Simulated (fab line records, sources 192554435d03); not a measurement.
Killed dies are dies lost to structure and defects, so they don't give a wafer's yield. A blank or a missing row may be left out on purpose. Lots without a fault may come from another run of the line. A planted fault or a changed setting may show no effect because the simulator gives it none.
Chamber matching | flow n5_finfet | N5_BEOL_M5_CO_CAP_78 on cvd_co-01: 3 sister chambers
The step material Co, precursor CCTBA/H2, target thk 2 nm, time 102.1 s. 6 wafers are shown with their chamber, then 7 later ones without.

WAFERS WITH THEIR CHAMBER
wafer  | chamber | heater_power_w (W) | heater_power_outer_w (W)
L265.4 | 0       | 210                | 118
L270.2 | 0       | 211                | 113
L270.4 | 1       | 264                | 141
L271.6 | 2       | 228                | 123
L273.1 | 2       | 230                | 121
L273.2 | 1       | 261                | 138

WAFERS WITHOUT THEIR CHAMBER
wafer  | heater_power_w (W) | heater_power_outer_w (W)
L273.4 | 264                | 139
L278.1 | 205                | 117
L278.3 | 263                | 141
L278.5 | 226                | 123
L285.1 | 262                | 140
L285.4 | 217                | 118
L285.6 | 257                | 142

WHICH CHAMBER EACH WENT THROUGH
wafer  | from the rows above | in truth
L273.4 | 1                   | 1
L278.1 | 0                   | 0
L278.3 | 1                   | 1
L278.5 | 2                   | 2
L285.1 | 1                   | 1
L285.4 | 0                   | 0
L285.6 | 1                   | 1
Placed correctly: 7 of 7. Can't be placed from these rows: 0. Placed wrongly: 0.
How it was worked out, from the rows above alone: a wafer's distance from a chamber is the root of the sum, over the readings, of the square of ((its reading less the chamber's mean) divided by the reading's scatter). The wafer belongs to the nearest chamber; if the next one is less than 2 further off, it can't be placed. A chamber's mean is the mean of its shown wafers. The scatter: the root of (the sum of the squares of (reading less its chamber's mean) over the shown wafers, divided by (wafers less chambers)).
